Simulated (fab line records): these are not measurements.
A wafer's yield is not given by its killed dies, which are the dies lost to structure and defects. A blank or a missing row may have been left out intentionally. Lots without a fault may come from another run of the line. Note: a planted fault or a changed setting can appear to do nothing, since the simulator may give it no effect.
Which tool did it? ; flow n5Finfet ; Sampling: 24 lots, 72 wafers, 3 of 1938 route steps

== WHAT EACH GAUGE READ, for each wafer ==
N5_BEOL_M1_OVL_MEAS_12. Usual: M1_OVL 0.5 nm, standard deviation 0.62.
lot;measured;on;M1_OVL (nm);flag
L074;day 6 04:19;overlay-01;0.0 -0.3 0.6;
L075;day 6 13:51;overlay-02;-0.4 -0.3 0.2;
L076;day 6 17:05;overlay-02;0.7 -0.1 -0.6;
L077;day 6 21:53;overlay-01;-0.1 1.0 0.7;
L078;day 7 01:43;overlay-01;0.8 0.7 -0.1;
L079;day 7 12:05;overlay-02;1.9 1.7 0.7;
L080;day 7 12:21;overlay-02;-0.2 -0.2 -0.8;
L081;day 7 20:56;overlay-01;-0.4 0.9 0.5;
L082;day 7 23:38;overlay-01;1.2 0.4 0.3;
L083;day 8 11:13;overlay-01;0.6 0.4 0.2;
L085;day 8 17:13;overlay-02;0.4 -0.1 0.1;
L084;day 8 19:23;overlay-02;0.9 1.7 0.0;
L086;day 9 02:47;overlay-02;1.2 1.1 0.3;
L087;day 9 07:20;overlay-01;1.1 0.8 0.2;
L088;day 9 13:01;overlay-01;0.7 0.1 1.1;
L089;day 9 19:20;overlay-02;0.4 -0.9 1.2;
L090;day 10 02:08;overlay-01;0.5 0.2 0.3;
L091;day 10 07:36;overlay-02;1.5 1.2 0.8;
L092;day 10 12:57;overlay-01;0.6 0.8 0.2;
L093;day 10 18:08;overlay-02;1.4 -0.2 0.9;
L094;day 11 07:04;overlay-01;0.7 1.0 0.2;
L095;day 11 11:49;overlay-02;0.0 0.9 1.2;
L096;day 11 15:35;overlay-02;0.5 1.3 1.5;
L097;day 12 00:59;overlay-01;0.8 0.5 1.3;

== TOOL THAT RAN EACH LOT (tool first, then ch and the chambers of the sampled wafers, then the start) ==
lot;N5_BEOL_M0_ANNEAL_133;N5_BEOL_M1_PECVD_72
L074;pvdSputter-03, day 6 01:52;pecvd-02 ch 0,2, day 6 03:14
L075;pvdSputter-01, day 6 11:16;pecvd-02 ch 0,2, day 6 12:45
L076;pvdSputter-01, day 6 13:13;pecvd-02 ch 0,2, day 6 14:47
L077;pvdSputter-01, day 6 18:10;pecvd-01 ch 0,1,2, day 6 19:50
L078;pvdSputter-02, day 6 21:21;pecvd-04 ch 0,1,2, day 6 22:53
L079;pvdSputter-02, day 7 09:38;pecvd-02 ch 0,2, day 7 11:01
L080;pvdSputter-02, day 7 10:10;pecvd-01 ch 0,1, day 7 11:32
L081;pvdSputter-01, day 7 18:49;pecvd-04 ch 0,1, day 7 20:25
L082;pvdSputter-03, day 7 21:38;pecvd-01 ch 0,1,2, day 7 23:02
L083;pvdSputter-03, day 8 07:47;pecvd-02 ch 0,1,2, day 8 09:26
L085;pvdSputter-01, day 8 15:13;pecvd-01 ch 0,2, day 8 16:35
L084;pvdSputter-01, day 8 16:08;pecvd-01 ch 1,2, day 8 17:30
L086;pvdSputter-03, day 8 23:12;pecvd-04 ch 0,1, day 9 00:34
L087;pvdSputter-01, day 9 04:32;pecvd-02 ch 0,1, day 9 06:12
L088;pvdSputter-03, day 9 10:24;pecvd-02 ch 0,1,2, day 9 11:50
L089;pvdSputter-03, day 9 15:35;pecvd-04 ch 0,1, day 9 17:11
L090;pvdSputter-03, day 9 23:23;pecvd-02 ch 0,1, day 10 00:46
L091;pvdSputter-03, day 10 04:38;pecvd-04 ch 0,1, day 10 06:22
L092;pvdSputter-01, day 10 10:25;pecvd-04 ch 0,1, day 10 11:49
L093;pvdSputter-03, day 10 15:30;pecvd-04 ch 0,1, day 10 16:52
L094;pvdSputter-02, day 11 04:53;pecvd-01 ch 0,1,2, day 11 06:16
L095;pvdSputter-02, day 11 09:41;pecvd-04 ch 1,2, day 11 11:04
L096;pvdSputter-03, day 11 12:49;pecvd-02 ch 0,1,2, day 11 14:11
L097;pvdSputter-03, day 11 22:00;pecvd-04 ch 1,2, day 12 00:17
- N5_BEOL_M0_ANNEAL_133: time 60 s.
- N5_BEOL_M1_PECVD_72: deposits SiO2 from TEOS/O2, target thk 16 nm, time 18 s.

== AS READ BY THE TOOLS THEMSELVES (means over the sampled wafers that have a number; for cases with no such wafer, the mark the record gives instead) ==
N5_BEOL_M0_ANNEAL_133. Usual: heaterPowerW 850 W, standard deviation 70; susceptor_temp_C_max 400.9, standard deviation 0.33.
lot;tool;heaterPowerW (W);susceptor_temp_C_max;flag
L074;pvdSputter-03;865;400.8;
L075;pvdSputter-01;901;400.8;
L076;pvdSputter-01;804;400.7;
L077;pvdSputter-01;753;401.0;
L078;pvdSputter-02;866;400.9;
L079;pvdSputter-02;911;400.9;
L080;pvdSputter-02;830;400.8;
L081;pvdSputter-01;761;400.7;
L082;pvdSputter-03;905;401.0;
L083;pvdSputter-03;862;401.1;
L085;pvdSputter-01;801;400.8;
L084;pvdSputter-01;810;401.1;
L086;pvdSputter-03;822;400.8;
L087;pvdSputter-01;801;400.8;
L088;pvdSputter-03;844;401.4;
L089;pvdSputter-03;839;400.7;
L090;pvdSputter-03;838;400.9;
L091;pvdSputter-03;838;400.7;
L092;pvdSputter-01;794;400.7;
L093;pvdSputter-03;869;401.0;
L094;pvdSputter-02;930;401.2;
L095;pvdSputter-02;889;400.9;
L096;pvdSputter-03;815;400.7;
L097;pvdSputter-03;811;400.8;

N5_BEOL_M1_PECVD_72. Usual: heaterPowerOuterW 452 W, standard deviation 71; heaterPowerW 766 W, standard deviation 120; showerheadPlenumPTorr 8.78 Torr, standard deviation 0.073; throttleValvePct 22.5 %, standard deviation 1.3.
lot;tool;heaterPowerOuterW (W);heaterPowerW (W);showerheadPlenumPTorr (Torr);throttleValvePct (%);flag
L074;pecvd-02;395;656;8.70;21.5;
L075;pecvd-02;379;637;8.70;21.4;
L076;pecvd-02;404;659;8.70;21.5;
L077;pecvd-01;418;736;8.71;21.7;
L078;pecvd-04;523;877;8.79;23.7;
L079;pecvd-02;446;727;8.73;21.8;
L080;pecvd-01;439;780;8.75;22.3;
L081;pecvd-04;543;958;8.83;24.2;
L082;pecvd-01;433;742;8.75;21.7;
L083;pecvd-02;422;698;8.79;21.9;
L085;pecvd-01;393;691;8.71;21.9;
L084;pecvd-01;427;723;8.72;21.0;
L086;pecvd-04;551;917;8.81;23.7;
L087;pecvd-02;436;709;8.86;22.6;
L088;pecvd-02;393;649;8.78;22.0;
L089;pecvd-04;561;918;8.81;23.7;
L090;pecvd-02;445;720;8.86;22.5;
L091;pecvd-04;503;850;8.81;23.7;
L092;pecvd-04;445;792;8.83;24.4;
L093;pecvd-04;471;836;8.81;24.3;
L094;pecvd-01;429;746;8.74;21.7;
L095;pecvd-04;446;824;8.79;23.7;
L096;pecvd-02;412;674;8.80;22.2;
L097;pecvd-04;499;886;8.79;23.5;

== THE ANSWER, worked out from the rows above alone ==
Rule: a lot counts as off when the mean over its wafers that have a number is more than 3 standard deviations away from the usual mean. A lot without any number at a reading at which 4 lots or more have one is off too. All remaining lots with rows at the step are treated as sound. The gauges are gone through in route order, then the tools' own readings, and for those a lot's mean is taken as printed above. At the first step where some lot is off, the reading lying furthest off is the one used; lots without a number count as furthest.
Across all readings shown, no lot is off: no conclusion can be drawn from this.

== WHAT THE SIMULATOR HAD PUT IN ==
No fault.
